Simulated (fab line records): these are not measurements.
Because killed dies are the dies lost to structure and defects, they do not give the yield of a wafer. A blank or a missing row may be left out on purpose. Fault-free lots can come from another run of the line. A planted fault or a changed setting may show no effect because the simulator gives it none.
Comparing a struck lot with a sound one / flow nand-harc / 32 steps out of a route of 1302
Sound: these wafers, L690.1, L690.3, L690.5. The struck wafers were L680.2, L680.3, L680.6. The cause comes at the end.
At each step with rows: each side's tool, then ch and its chambers, then its first start. Under that, the readings that differ: sound wafers / struck wafers / difference of the means / sigmas: that difference in standard deviations of wafers without a fault.
alike: same words and numbers on both sides, and readings whose means sit less than 2 such deviations apart. not compared: any withheld reading, any reading some wafer has no value for, any bound like >300 that may hide the same value, and any number with overlapping values for which the record gives no deviation.
A row with sigmas, a row that says differs or no value, or rows on one side alone: a step with any of these is where the two part. Numbers that have no deviation but don't overlap get no sigmas and don't part them. A reading missing from all wafers of one side parts the sides only when that side holds two or more wafers.

first, 9 steps without rows for these wafers: NHARC_A_CHANNEL_HOLE_D2_COAT_37 (time 65 s); NHARC_A_CHANNEL_HOLE_D2_COAT_04 (resist thk 90 nm); NHARC_A_CHANNEL_HOLE_D2_SOFTBAKE_05 (time 55 s); NHARC_A_CHANNEL_HOLE_D2_EBR_06; NHARC_A_CHANNEL_HOLE_D2_EXPOSE_07 (exposes mask HOLE D2, target cd 100 nm); NHARC_A_CHANNEL_HOLE_D2_PEB_08 (peb time 65 s); NHARC_A_CHANNEL_HOLE_D2_DEVELOP_09 (develop time 35 s); NHARC_A_CHANNEL_HOLE_D2_DESCUM_15 (chemistry O2, time 3 s); NHARC_A_CHANNEL_HOLE_D2_ETCH_38 (etches the open film in CF4, target depth 39 nm, time 65 s).
NHARC_A_CHANNEL_HOLE_D2_ETCH_39: etches the open film in N2/H2, target depth 260 nm, time 325 s.
  sound on rie-diel-04 ch 1,2, day 22 20:44; struck on rie-diel-04 ch 1,2, day 18 00:35
  alike: bias-w, drypump-motor-current-A, oes-product-au, rf-vpp-V, showerhead-plenum-p-Torr, throttle-valve-pct
  not compared: rf-hours-counter-h
then, 19 steps without rows for these wafers: NHARC_A_CHANNEL_HOLE_D2_ETCH_34 (etches the open film in CF4/CHF3, target depth 154 nm, time 77 s); NHARC_A_CHANNEL_HOLE_D2_ETCH_16 (etches the open film in O2/COS, target depth 3100 nm, time 806 s); NHARC_A_CHANNEL_HOLE_D2_ETCH_19 (etches the open film in C4F8/O2/Ar, time 34.5 s); NHARC_A_CHANNEL_HOLE_D2_ETCH_20 (etches the open film in C4F8/O2/Ar, time 361.9 s, target depth 1600 nm); NHARC_A_CHANNEL_HOLE_D2_ETCH_21 (etches the open film in C4F8/O2/Ar, time 514.3 s, target depth 1600 nm); NHARC_A_CHANNEL_HOLE_D2_ETCH_22 (etches the open film in C4F8/O2/Ar, time 666.7 s, target depth 1600 nm); NHARC_A_CHANNEL_HOLE_D2_ETCH_23 (etches the open film in C4F8/O2/Ar, time 819 s, target depth 1600 nm); NHARC_A_CHANNEL_HOLE_D2_ETCH_24 (etches the open film in C4F8/O2/Ar, time 906.2 s, target depth 1500 nm); NHARC_A_CHANNEL_HOLE_D2_ETCH_25 (etches the open film in C4F8/O2/Ar, time 1040.2 s, target depth 1500 nm); NHARC_A_CHANNEL_HOLE_D2_ETCH_26 (etches the open film in C4F8/O2/Ar, time 224.1 s, target depth 300 nm); NHARC_A_CHANNEL_HOLE_D2_ETCH_27 (etches the open film in C4F8/O2/Ar, time 90 s, target depth 400 nm); NHARC_A_CHANNEL_HOLE_D2_STRIP_41 (strips in N2/H2); NHARC_A_CHANNEL_HOLE_D2_STRIP_42 (strips in CF4/CHF3); NHARC_A_CHANNEL_HOLE_D2_STRIP_43 (strips in O2/COS); NHARC_A_CHANNEL_HOLE_D2_ETCH_44 (etches the open film in CF4/O2, target depth 140 nm, overetch 14 nm, time 77 s); NHARC_A_CHANNEL_HOLE_D2_STRIP_28 (strips in O2); NHARC_A_CHANNEL_HOLE_D2_PRECLEAN_29 (cleans in SC1); NHARC_A_CHANNEL_HOLE_D2_SRD_30; NHARC_A_CHANNEL_HOLE_D2_XSEM_32.
NHARC_A_CHANNEL_HOLE_D2_INSPECT_40:
  sound: defect-inspect-02 at day 23 03:26; struck: defect-inspect-02 at day 18 07:18
reading=raw-defect-count; sound=279 223 411; struck=999 1042 1020; difference=+716; sigmas=+9
then, 1 step without rows for these wafers: NHARC_A_CHANNEL_FILL_D2_PRECLEAN_00 (cleans in SC1).
-- record jumps: 11 days between struck wafers' starts before vs after; left off in module A_CHANNEL_FILL_D2, resumes in module END, first step shown is number 1302 of the route --
NHARC_END_SORT_01:
  here the record holds rows for the struck wafers (prober-01 ch 0, day 29 08:06) but none for the sound ones

== WHERE THEY PART ==
Last at NHARC_END_SORT_01 as far as this record goes, first at NHARC_A_CHANNEL_HOLE_D2_INSPECT_40.

WHY: the cause the simulator had injected
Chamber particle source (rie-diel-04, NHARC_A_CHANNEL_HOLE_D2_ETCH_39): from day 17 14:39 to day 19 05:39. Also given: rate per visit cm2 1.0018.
